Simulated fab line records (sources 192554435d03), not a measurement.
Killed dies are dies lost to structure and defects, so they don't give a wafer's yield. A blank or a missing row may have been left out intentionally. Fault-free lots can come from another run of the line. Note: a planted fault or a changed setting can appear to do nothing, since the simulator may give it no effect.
A single fault, viewed from 2 desks / flow n5-finfet / numbers are kept per desk, each desk with only its own; the story behind them comes last

FROM THE METROLOGY DESK
What the gauges read, lot by lot, whatever tool the lot ran on: means of the sampled wafers that have a number. Any lot whose mean is over 4 standard deviations away from the usual mean is out of limits and marked OUT; that distance is given in the brackets. 7 of its 10 readings are shown, namely those furthest out on some lot.
Columns: A = DIBL_P at N5_BEOL_M4_RC_MEAS_101, usual 36.2 mV/V; B = IOFF_P at N5_BEOL_M4_RC_MEAS_101, usual 0.22 nA/um; C = ION_P at N5_BEOL_M4_RC_MEAS_101, usual 465 uA/um; D = SS_N at N5_BEOL_M4_RC_MEAS_101, usual 71.4 mV/dec; E = SS_P at N5_BEOL_M4_RC_MEAS_101, usual 73.2 mV/dec; F = VT_N at N5_BEOL_M4_RC_MEAS_101, usual 250 mV; G = VT_P at N5_BEOL_M4_RC_MEAS_101, usual -250 mV
lot=L755; first seen here=day 9 03:01; A=38.1; B=0.28; C=473; D=72.1; E=73.6; F=246; G=-245
lot=L758; first seen here=day 9 22:20; A=35.2; B=0.23; C=471; D=71.5; E=72.9; F=250; G=-247
lot=L760; first seen here=day 10 02:40; A=35.9; B=0.23; C=471; D=71.3; E=73.0; F=250; G=-247
lot=L762; first seen here=day 11 02:05; A=37.2; B=0.24; C=471; D=71.6; E=73.9; F=248; G=-250
lot=L769; first seen here=day 12 20:58; A=37.9; B=0.26; C=474; D=70.8; E=74.2; F=248; G=-245
Finding of this desk: none of the 5 lots has anything out of limits.

TOOL OWNER'S DESK, rie-diel-02
The tool's own readings at N5_MOL_CONTACT_COAG_ETCH_124 (etches SiNx in CH3F/O2, stops on SiOC, target depth 6.5 nm): means of the sampled wafers that have a number, for each lot that ran on this tool. Any lot whose mean is over 4 standard deviations away from the usual mean is out of limits and marked OUT; that distance is given in the brackets.
Columns: A = O2_flow_sccm at N5_MOL_CONTACT_COAG_ETCH_124, usual 20.00 sccm; B = drypump-motor-current-A at N5_MOL_CONTACT_COAG_ETCH_124, usual 5.9 A; C = oes-product-au at N5_MOL_CONTACT_COAG_ETCH_124, usual 0.64 a.u.; D = rf-fwd-power-W at N5_MOL_CONTACT_COAG_ETCH_124, usual 390.7 W; E = rf-vpp-V at N5_MOL_CONTACT_COAG_ETCH_124, usual 297 V; F = showerhead-plenum-p-Torr at N5_MOL_CONTACT_COAG_ETCH_124, usual 2.00 Torr; G = throttle-valve-pct at N5_MOL_CONTACT_COAG_ETCH_124, usual 16.37 %
lot=L755; first seen here=day 6 06:50; A=19.99; B=5.7; C=0.62; D=390.3; E=308; F=2.01; G=16.45
lot=L758; first seen here=day 7 00:13; A=20.01; B=5.9; C=0.65; D=450.9 (+32) OUT; E=285; F=1.96; G=16.47
lot=L760; first seen here=day 7 11:27; A=20.09; B=6.0; C=0.61; D=453.3 (+33) OUT; E=287; F=1.93; G=16.53
lot=L762; first seen here=day 8 02:35; A=20.05; B=5.7; C=0.64; D=420.6 (+16) OUT; E=293; F=2.00; G=16.38
This desk finds L758, L760, L762 out of limits, L758 being first, at day 7 00:13 (rf-fwd-power-W at N5_MOL_CONTACT_COAG_ETCH_124). In limits: L755.

ALL TOGETHER
The tool owner's desk could have raised an alarm at day 7 00:13, on L758, L760, L762.
Metrology desk: nothing out of limits seen.
The metrology desk holds a record of L758, L760, L762, inside its limits.
Every lot named ran N5_MOL_CONTACT_COAG_ETCH_124 on rie-diel-02.

WHAT WAS PUT IN BY THE SIMULATOR
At N5_MOL_CONTACT_COAG_ETCH_124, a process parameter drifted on rie-diel-02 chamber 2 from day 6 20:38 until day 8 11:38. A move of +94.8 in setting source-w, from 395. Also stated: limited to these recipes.
Struck lots among those shown: L758, L760, L762.
Time in hours from fault onset to the first out-of-limits reading at each desk: the tool owner's desk, 4.
